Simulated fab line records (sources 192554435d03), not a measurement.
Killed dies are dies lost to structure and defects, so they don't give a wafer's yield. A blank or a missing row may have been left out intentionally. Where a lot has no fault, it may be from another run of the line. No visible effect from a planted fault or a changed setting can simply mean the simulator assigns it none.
Matching of chambers + flow n5_finfet + 3 sister chambers for N5_BEOL_M6_DEP_56 on pecvd-02
The step deposits SiCN from 3MS/NH3, target thk 10 nm, time 17.5 s. 18 wafers are shown with their chamber, then 9 later ones without.

## EACH WAFER AND ITS CHAMBER
| wafer  | chamber | showerhead_plenum_p_Torr (Torr) | throttle_valve_pct (%) |
|--------|---------|---------------------------------|------------------------|
| L127.1 | 2       | 3.648                           | 9.3                    |
| L127.2 | 1       | 3.665                           | 9.0                    |
| L127.6 | 1       | 3.659                           | 8.8                    |
| L131.1 | 2       | 3.655                           | 9.3                    |
| L131.4 | 2       | 3.653                           | 9.2                    |
| L131.5 | 1       | 3.654                           | 9.3                    |
| L136.1 | 2       | 3.657                           | 9.4                    |
| L136.3 | 0       | 3.680                           | 10.1                   |
| L136.5 | 2       | 3.655                           | 9.1                    |
| L140.2 | 2       | 3.662                           | 9.3                    |
| L140.3 | 0       | 3.675                           | 9.7                    |
| L140.6 | 2       | 3.653                           | 9.1                    |
| L142.1 | 2       | 3.653                           | 8.9                    |
| L142.2 | 1       | 3.654                           | 9.1                    |
| L142.3 | 0       | 3.679                           | 9.6                    |
| L141.1 | 0       | 3.684                           | 9.6                    |
| L141.3 | 1       | 3.663                           | 8.7                    |
| L141.4 | 1       | 3.656                           | 9.1                    |

SIGNATURES (means of the wafers above)
| reading                  | chamber 0 | chamber 1 | chamber 2 | scatter within a chamber |
|--------------------------|-----------|-----------|-----------|--------------------------|
| showerhead_plenum_p_Torr | 3.67950   | 3.65850   | 3.65450   | 0.00418                  |
| throttle_valve_pct       | 9.750     | 9.000     | 9.200     | 0.198                    |
Rule: a wafer lies at a distance from a chamber equal to the root of the sum of squares, over the readings, of (its reading less the chamber's mean, divided by the reading's scatter). The wafer belongs to the nearest chamber; if the next one is less than 2 further off, it can't be placed. The scatter: take each reading less its chamber's mean, square it, sum over the shown wafers, divide by the number of wafers less the number of chambers, and take the root.

## WAFERS WITHOUT THEIR CHAMBER
| wafer  | showerhead_plenum_p_Torr (Torr) | throttle_valve_pct (%) |
|--------|---------------------------------|------------------------|
| L147.4 | 3.679                           | 9.8                    |
| L147.5 | 3.653                           | 9.2                    |
| L147.6 | 3.665                           | 8.9                    |
| L146.3 | 3.657                           | 9.5                    |
| L146.4 | 3.650                           | 9.1                    |
| L146.6 | 3.658                           | 9.5                    |
| L149.1 | 3.651                           | 9.0                    |
| L149.4 | 3.653                           | 9.2                    |
| L149.5 | 3.676                           | 9.6                    |

## WHICH CHAMBER EACH WENT THROUGH
| wafer  | from the rows above     | in truth |
|--------|-------------------------|----------|
| L147.4 | 0                       | 0        |
| L147.5 | can't be placed: 2 or 1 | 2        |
| L147.6 | can't be placed: 1 or 2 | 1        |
| L146.3 | can't be placed: 2 or 1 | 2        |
| L146.4 | can't be placed: 2 or 1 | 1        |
| L146.6 | can't be placed: 2 or 1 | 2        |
| L149.1 | can't be placed: 2 or 1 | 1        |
| L149.4 | can't be placed: 2 or 1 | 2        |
| L149.5 | 0                       | 0        |
Placed correctly: 2 of 9. Unplaceable from these rows: 7, with the true chamber sitting among the candidates in 7. Wrongly placed: 0.
